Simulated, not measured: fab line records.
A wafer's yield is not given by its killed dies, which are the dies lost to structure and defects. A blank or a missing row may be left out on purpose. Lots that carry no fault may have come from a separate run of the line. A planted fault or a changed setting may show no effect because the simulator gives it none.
What tool caused it? :: flow n5Finfet :: 24 lots, 72 wafers sampled, at 4 steps of a route of 1938

WHAT THE GAUGES READ, wafer by wafer
N5_BEOL_M3_RS_MEAS_58: measurement is done with a four-point probe.
lot: L074
measured: day 7 09:50
on: filmMetro-02
M3_RS (ohm/sq): 0.686 0.660 0.660

lot: L075
measured: day 8 00:10
on: filmMetro-01
M3_RS (ohm/sq): 0.647 0.656 0.624

lot: L076
measured: day 8 00:47
on: filmMetro-02
M3_RS (ohm/sq): 0.640 0.618 0.623

lot: L077
measured: day 8 02:02
on: filmMetro-01
M3_RS (ohm/sq): 0.668 0.659 0.636

lot: L078
measured: day 8 10:50
on: filmMetro-01
M3_RS (ohm/sq): 0.662 0.697 0.643

lot: L079
measured: day 8 17:22
on: filmMetro-01
M3_RS (ohm/sq): 0.616 0.604 0.633

lot: L080
measured: day 9 03:14
on: filmMetro-01
M3_RS (ohm/sq): 0.735 0.681 0.696

lot: L082
measured: day 9 07:53
on: filmMetro-01
M3_RS (ohm/sq): 0.658 0.682 0.640

lot: L081
measured: day 9 10:15
on: filmMetro-02
M3_RS (ohm/sq): 0.628 0.694 0.645

lot: L083
measured: day 9 13:24
on: filmMetro-01
M3_RS (ohm/sq): 0.666 0.608 0.604

lot: L084
measured: day 9 16:19
on: filmMetro-02
M3_RS (ohm/sq): 0.695 0.695 0.622

lot: L085
measured: day 10 03:25
on: filmMetro-02
M3_RS (ohm/sq): 0.636 0.654 0.626

lot: L086
measured: day 10 16:56
on: filmMetro-01
M3_RS (ohm/sq): 0.690 0.653 0.650

lot: L088
measured: day 10 18:46
on: filmMetro-02
M3_RS (ohm/sq): 0.723 0.678 0.643

lot: L087
measured: day 10 19:17
on: filmMetro-02
M3_RS (ohm/sq): 0.619 0.624 0.622

lot: L089
measured: day 11 11:04
on: filmMetro-02
M3_RS (ohm/sq): 0.685 0.632 0.628

lot: L090
measured: day 11 19:52
on: filmMetro-01
M3_RS (ohm/sq): 0.662 0.700 0.640

lot: L091
measured: day 11 21:02
on: filmMetro-01
M3_RS (ohm/sq): 0.693 0.634 0.615

lot: L093
measured: day 12 01:00
on: filmMetro-02
M3_RS (ohm/sq): 0.706 0.659 0.681

lot: L092
measured: day 12 01:07
on: filmMetro-01
M3_RS (ohm/sq): 0.703 0.726 0.660

lot: L094
measured: day 12 08:21
on: filmMetro-02
M3_RS (ohm/sq): 0.666 0.696 0.672

lot: L095
measured: day 12 12:02
on: filmMetro-02
M3_RS (ohm/sq): 0.689 0.655 0.630

lot: L097
measured: day 13 03:30
on: filmMetro-01
M3_RS (ohm/sq): 0.691 0.684 0.644

lot: L096
measured: day 13 05:37
on: filmMetro-01
M3_RS (ohm/sq): 0.660 0.700 0.636

N5_BEOL_M4_CD_MEAS_28: target cd 26.2 nm, target cd y 24.1 nm.
lot: L074
measured: day 7 12:08
on: cdSem-01
cdNm (nm): 26.08 26.10 26.31

lot: L075
measured: day 8 03:00
on: cdSem-02
cdNm (nm): 26.29 26.02 26.41

lot: L076
measured: day 8 05:45
on: cdSem-02
cdNm (nm): 26.67 26.13 26.13

lot: L077
measured: day 8 05:53
on: cdSem-02
cdNm (nm): 26.62 26.28 26.25

lot: L078
measured: day 8 12:54
on: cdSem-02
cdNm (nm): 26.36 26.19 26.34

lot: L079
measured: day 8 19:39
on: cdSem-01
cdNm (nm): 26.21 26.16 26.27

lot: L080
measured: day 9 05:42
on: cdSem-03
cdNm (nm): 26.09 26.23 25.77

lot: L082
measured: day 9 10:24
on: cdSem-03
cdNm (nm): 26.02 25.95 25.80

lot: L081
measured: day 9 13:19
on: cdSem-03
cdNm (nm): 26.45 25.96 26.34

lot: L083
measured: day 9 16:56
on: cdSem-01
cdNm (nm): 26.19 26.20 26.45

lot: L084
measured: day 9 18:26
on: cdSem-03
cdNm (nm): 26.50 26.35 26.16

lot: L085
measured: day 10 05:46
on: cdSem-03
cdNm (nm): 26.69 26.16 25.90

lot: L086
measured: day 10 19:40
on: cdSem-02
cdNm (nm): 26.22 26.17 26.06

lot: L088
measured: day 10 21:28
on: cdSem-01
cdNm (nm): 26.30 26.06 26.05

lot: L087
measured: day 10 21:32
on: cdSem-03
cdNm (nm): 26.25 25.86 25.77

lot: L089
measured: day 11 15:50
on: cdSem-02
cdNm (nm): 25.98 25.95 26.29

lot: L090
measured: day 11 21:46
on: cdSem-03
cdNm (nm): 26.40 26.38 26.30

lot: L091
measured: day 12 00:46
on: cdSem-01
cdNm (nm): 26.51 25.87 26.36

lot: L093
measured: day 12 04:13
on: cdSem-01
cdNm (nm): 26.21 26.23 26.36

lot: L092
measured: day 12 05:06
on: cdSem-03
cdNm (nm): 25.96 26.41 25.97

lot: L094
measured: day 12 12:47
on: cdSem-03
cdNm (nm): 26.10 26.30 26.09

lot: L095
measured: day 12 15:11
on: cdSem-02
cdNm (nm): 26.06 25.99 26.11

lot: L097
measured: day 13 05:50
on: cdSem-01
cdNm (nm): 26.06 26.31 26.18

lot: L096
measured: day 13 07:29
on: cdSem-02
cdNm (nm): 26.35 26.41 26.23

WHAT TOOL EACH LOT RAN ON (gives the tool, then ch and the chambers of the sampled wafers, and finally the start)
lot: L074
N5_BEOL_M3_SPUTTER_88: pvdSputter-02, day 7 07:55
N5_BEOL_M3_SPUTTER_94: pvdSputter-02, day 7 08:34

lot: L075
N5_BEOL_M3_SPUTTER_88: pvdSputter-02, day 7 22:13
N5_BEOL_M3_SPUTTER_94: pvdSputter-02, day 7 22:52

lot: L076
N5_BEOL_M3_SPUTTER_88: pvdSputter-01, day 7 22:51
N5_BEOL_M3_SPUTTER_94: pvdSputter-01, day 7 23:31

lot: L077
N5_BEOL_M3_SPUTTER_88: pvdSputter-02, day 8 00:03
N5_BEOL_M3_SPUTTER_94: pvdSputter-02, day 8 00:43

lot: L078
N5_BEOL_M3_SPUTTER_88: pvdSputter-02, day 8 08:54
N5_BEOL_M3_SPUTTER_94: pvdSputter-02, day 8 09:34

lot: L079
N5_BEOL_M3_SPUTTER_88: pvdSputter-01, day 8 15:26
N5_BEOL_M3_SPUTTER_94: pvdSputter-01, day 8 16:05

lot: L080
N5_BEOL_M3_SPUTTER_88: pvdSputter-03, day 9 01:13
N5_BEOL_M3_SPUTTER_94: pvdSputter-03, day 9 01:52

lot: L082
N5_BEOL_M3_SPUTTER_88: pvdSputter-02, day 9 05:58
N5_BEOL_M3_SPUTTER_94: pvdSputter-02, day 9 06:37

lot: L081
N5_BEOL_M3_SPUTTER_88: pvdSputter-02, day 9 07:54
N5_BEOL_M3_SPUTTER_94: pvdSputter-02, day 9 08:34

lot: L083
N5_BEOL_M3_SPUTTER_88: pvdSputter-02, day 9 11:26
N5_BEOL_M3_SPUTTER_94: pvdSputter-02, day 9 12:06

lot: L084
N5_BEOL_M3_SPUTTER_88: pvdSputter-03, day 9 14:23
N5_BEOL_M3_SPUTTER_94: pvdSputter-03, day 9 15:02

lot: L085
N5_BEOL_M3_SPUTTER_88: pvdSputter-03, day 10 01:28
N5_BEOL_M3_SPUTTER_94: pvdSputter-03, day 10 02:07

lot: L086
N5_BEOL_M3_SPUTTER_88: pvdSputter-03, day 10 14:45
N5_BEOL_M3_SPUTTER_94: pvdSputter-03, day 10 15:25

lot: L088
N5_BEOL_M3_SPUTTER_88: pvdSputter-03, day 10 16:45
N5_BEOL_M3_SPUTTER_94: pvdSputter-03, day 10 17:25

lot: L087
N5_BEOL_M3_SPUTTER_88: pvdSputter-01, day 10 17:21
N5_BEOL_M3_SPUTTER_94: pvdSputter-01, day 10 18:01

lot: L089
N5_BEOL_M3_SPUTTER_88: pvdSputter-01, day 11 09:07
N5_BEOL_M3_SPUTTER_94: pvdSputter-01, day 11 09:47

lot: L090
N5_BEOL_M3_SPUTTER_88: pvdSputter-02, day 11 17:56
N5_BEOL_M3_SPUTTER_94: pvdSputter-02, day 11 18:35

lot: L091
N5_BEOL_M3_SPUTTER_88: pvdSputter-01, day 11 18:48
N5_BEOL_M3_SPUTTER_94: pvdSputter-01, day 11 19:28

lot: L093
N5_BEOL_M3_SPUTTER_88: pvdSputter-02, day 11 21:50
N5_BEOL_M3_SPUTTER_94: pvdSputter-02, day 11 22:29

lot: L092
N5_BEOL_M3_SPUTTER_88: pvdSputter-03, day 11 22:03
N5_BEOL_M3_SPUTTER_94: pvdSputter-03, day 11 22:43

lot: L094
N5_BEOL_M3_SPUTTER_88: pvdSputter-03, day 12 06:03
N5_BEOL_M3_SPUTTER_94: pvdSputter-03, day 12 06:43

lot: L095
N5_BEOL_M3_SPUTTER_88: pvdSputter-03, day 12 09:50
N5_BEOL_M3_SPUTTER_94: pvdSputter-03, day 12 10:29

lot: L097
N5_BEOL_M3_SPUTTER_88: pvdSputter-02, day 13 01:26
N5_BEOL_M3_SPUTTER_94: pvdSputter-02, day 13 02:06

lot: L096
N5_BEOL_M3_SPUTTER_88: pvdSputter-01, day 13 03:05
N5_BEOL_M3_SPUTTER_94: pvdSputter-01, day 13 03:44
- N5_BEOL_M3_SPUTTER_88: material Cu, target thk 4.5 nm, time 8.29 s.
- N5_BEOL_M3_SPUTTER_94: material Cu, target thk 4.5 nm, time 8.29 s.

AS READ BY THE TOOLS THEMSELVES (means over the sampled wafers that have a number; for cases with no such wafer, the mark the record gives instead)
N5_BEOL_M3_SPUTTER_88.
lot: L074
tool: pvdSputter-02
throttleValvePct (%): 29.4

lot: L075
tool: pvdSputter-02
throttleValvePct (%): 29.2

lot: L076
tool: pvdSputter-01
throttleValvePct (%): 30.3

lot: L077
tool: pvdSputter-02
throttleValvePct (%): 29.3

lot: L078
tool: pvdSputter-02
throttleValvePct (%): 29.7

lot: L079
tool: pvdSputter-01
throttleValvePct (%): 30.3

lot: L080
tool: pvdSputter-03
throttleValvePct (%): 29.6

lot: L082
tool: pvdSputter-02
throttleValvePct (%): 29.3

lot: L081
tool: pvdSputter-02
throttleValvePct (%): 29.4

lot: L083
tool: pvdSputter-02
throttleValvePct (%): 29.5

lot: L084
tool: pvdSputter-03
throttleValvePct (%): 29.7

lot: L085
tool: pvdSputter-03
throttleValvePct (%): 29.6

lot: L086
tool: pvdSputter-03
throttleValvePct (%): 29.7

lot: L088
tool: pvdSputter-03
throttleValvePct (%): 29.6

lot: L087
tool: pvdSputter-01
throttleValvePct (%): 29.8

lot: L089
tool: pvdSputter-01
throttleValvePct (%): 29.1

lot: L090
tool: pvdSputter-02
throttleValvePct (%): 29.2

lot: L091
tool: pvdSputter-01
throttleValvePct (%): 30.4

lot: L093
tool: pvdSputter-02
throttleValvePct (%): 29.7

lot: L092
tool: pvdSputter-03
throttleValvePct (%): 29.6

lot: L094
tool: pvdSputter-03
throttleValvePct (%): 29.7

lot: L095
tool: pvdSputter-03
throttleValvePct (%): 29.4

lot: L097
tool: pvdSputter-02
throttleValvePct (%): 29.3

lot: L096
tool: pvdSputter-01
throttleValvePct (%): 29.3

N5_BEOL_M3_SPUTTER_94.
lot: L074
tool: pvdSputter-02
throttleValvePct (%): 29.3

lot: L075
tool: pvdSputter-02
throttleValvePct (%): 29.2

lot: L076
tool: pvdSputter-01
throttleValvePct (%): 30.5

lot: L077
tool: pvdSputter-02
throttleValvePct (%): 29.4

lot: L078
tool: pvdSputter-02
throttleValvePct (%): 29.6

lot: L079
tool: pvdSputter-01
throttleValvePct (%): 30.1

lot: L080
tool: pvdSputter-03
throttleValvePct (%): 29.6

lot: L082
tool: pvdSputter-02
throttleValvePct (%): 29.3

lot: L081
tool: pvdSputter-02
throttleValvePct (%): 29.7

lot: L083
tool: pvdSputter-02
throttleValvePct (%): 29.4

lot: L084
tool: pvdSputter-03
throttleValvePct (%): 29.7

lot: L085
tool: pvdSputter-03
throttleValvePct (%): 29.7

lot: L086
tool: pvdSputter-03
throttleValvePct (%): 29.5

lot: L088
tool: pvdSputter-03
throttleValvePct (%): 29.7

lot: L087
tool: pvdSputter-01
throttleValvePct (%): 29.9

lot: L089
tool: pvdSputter-01
throttleValvePct (%): 29.1

lot: L090
tool: pvdSputter-02
throttleValvePct (%): 29.0

lot: L091
tool: pvdSputter-01
throttleValvePct (%): 30.6

lot: L093
tool: pvdSputter-02
throttleValvePct (%): 29.5

lot: L092
tool: pvdSputter-03
throttleValvePct (%): 29.6

lot: L094
tool: pvdSputter-03
throttleValvePct (%): 29.7

lot: L095
tool: pvdSputter-03
throttleValvePct (%): 29.3

lot: L097
tool: pvdSputter-02
throttleValvePct (%): 29.2

lot: L096
tool: pvdSputter-01
throttleValvePct (%): 29.4

THE ANSWER, worked out from the rows above alone
Rule: the usual values come from the lots themselves. Put in order of their means at a reading, lots are off if they are a third of the lots or fewer, leave a main group of 4 or more, and stand apart from it by a gap of 3 or more times the standard deviation of the main group's means; of several such gaps the widest counts. A main group is skipped when, at the precision printed for the reading in the tables above, its means are all equal. Also off: a lot with no number at a reading for which 4 or more lots have one. Any other lot the step has rows for is counted as sound. First the gauges in route order, then the tools' own readings, where a lot's mean is used as printed above. At the first step where some lot is off, the reading lying furthest off is the one used; lots without a number count as furthest.
Across all readings shown, no lot is off: no conclusion can be drawn from this.

WHAT THE SIMULATOR HAD INSERTED
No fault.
